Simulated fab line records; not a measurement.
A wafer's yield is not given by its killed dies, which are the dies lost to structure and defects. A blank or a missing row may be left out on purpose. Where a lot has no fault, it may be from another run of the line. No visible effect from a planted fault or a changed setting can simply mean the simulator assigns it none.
Matching of chambers / flow n5_finfet / 3 sister chambers for N5_BEOL_M8_CURE_74 on uv_cure-02
The step cures SiCOH lowk, time 240 s. 3 wafers are shown with their chamber, then 8 later ones without.

WAFERS PAIRED WITH THEIR CHAMBERS
wafer=L079.6 chamber=0 wafer_temp_C_max=387.1
wafer=L089.6 chamber=2 wafer_temp_C_max=388.1
wafer=L091.1 chamber=1 wafer_temp_C_max=386.3

WAFERS WITHOUT THEIR CHAMBER
wafer=L091.3 wafer_temp_C_max=386.8
wafer=L091.5 wafer_temp_C_max=386.4
wafer=L093.1 wafer_temp_C_max=389.2
wafer=L093.4 wafer_temp_C_max=388.4
wafer=L093.5 wafer_temp_C_max=388.7
wafer=L097.1 wafer_temp_C_max=386.8
wafer=L097.3 wafer_temp_C_max=386.3
wafer=L097.5 wafer_temp_C_max=386.9

THE CHAMBER EACH PASSED THROUGH
wafer=L091.3; from the rows above=can't be placed: 0 or 1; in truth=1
wafer=L091.5; from the rows above=can't be placed: 1 or 0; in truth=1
wafer=L093.1; from the rows above=2; in truth=2
wafer=L093.4; from the rows above=2; in truth=2
wafer=L093.5; from the rows above=2; in truth=2
wafer=L097.1; from the rows above=can't be placed: 0 or 1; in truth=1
wafer=L097.3; from the rows above=can't be placed: 1 or 0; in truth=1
wafer=L097.5; from the rows above=can't be placed: 0 or 1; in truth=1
Correctly placed: 3 of 8. From these rows, 5 cannot be placed; in 5 the true chamber is one of the candidates. Placed wrongly: 0.
How it was worked out, from the rows above alone: a wafer's distance from a chamber is the root of the sum, over the readings, of the square of ((its reading less the chamber's mean) divided by the reading's scatter). The wafer belongs to the nearest chamber; if the next one is less than 2 further off, it can't be placed. For every chamber, the mean is computed from those of its wafers that are shown. The scatter: root of mean squared gap, hidden wafer to nearest shown wafer, with one shown wafer a chamber.
